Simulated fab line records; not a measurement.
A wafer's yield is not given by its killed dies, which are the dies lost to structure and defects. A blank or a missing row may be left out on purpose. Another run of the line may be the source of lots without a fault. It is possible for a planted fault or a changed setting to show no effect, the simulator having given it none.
Matching of chambers + flow n5_finfet + N5_BEOL_M8_DEP_56 on pecvd-01: 3 sister chambers
The step deposits SiCN from 3MS/NH3, target thk 10 nm, time 17.5 s. 3 wafers are shown with their chamber, then 9 later ones without.

== WAFERS WITH THEIR CHAMBER ==
| wafer  | chamber | throttle_valve_pct (%) |
|--------|---------|------------------------|
| L081.5 | 1       | 10.8                   |
| L087.2 | 0       | 8.9                    |
| L087.5 | 2       | 9.3                    |

== WAFERS MISSING THEIR CHAMBER ==
| wafer  | throttle_valve_pct (%) |
|--------|------------------------|
| L086.1 | 9.1                    |
| L086.3 | 8.7                    |
| L086.4 | 10.5                   |
| L088.1 | 9.2                    |
| L088.4 | 8.9                    |
| L088.5 | 10.4                   |
| L093.3 | 8.9                    |
| L093.4 | 9.4                    |
| L093.6 | 10.6                   |

== THE CHAMBER EACH PASSED THROUGH ==
| wafer  | from the rows above     | in truth |
|--------|-------------------------|----------|
| L086.1 | can't be placed: 0 or 2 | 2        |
| L086.3 | can't be placed: 0 or 2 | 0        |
| L086.4 | 1                       | 1        |
| L088.1 | can't be placed: 2 or 0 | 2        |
| L088.4 | can't be placed: 0 or 2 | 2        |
| L088.5 | 1                       | 1        |
| L093.3 | can't be placed: 0 or 2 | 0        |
| L093.4 | can't be placed: 2 or 0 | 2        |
| L093.6 | 1                       | 1        |
Correct placement for 3 of the 9. Can't be placed from these rows: 6 (the true chamber is among the candidates in 6). 0 placed wrongly.
How it was worked out, from the rows above alone: a wafer's distance from a chamber is the root of the sum, over the readings, of the square of ((its reading less the chamber's mean) divided by the reading's scatter). If the next closest chamber is less than 2 further off than the closest, the wafer can't be placed; otherwise it belongs to the closest. For every chamber, the mean is computed from those of its wafers that are shown. The scatter (one wafer shown for each chamber): square how far every hidden wafer sits from the nearest shown wafer, average those squares and take the square root.
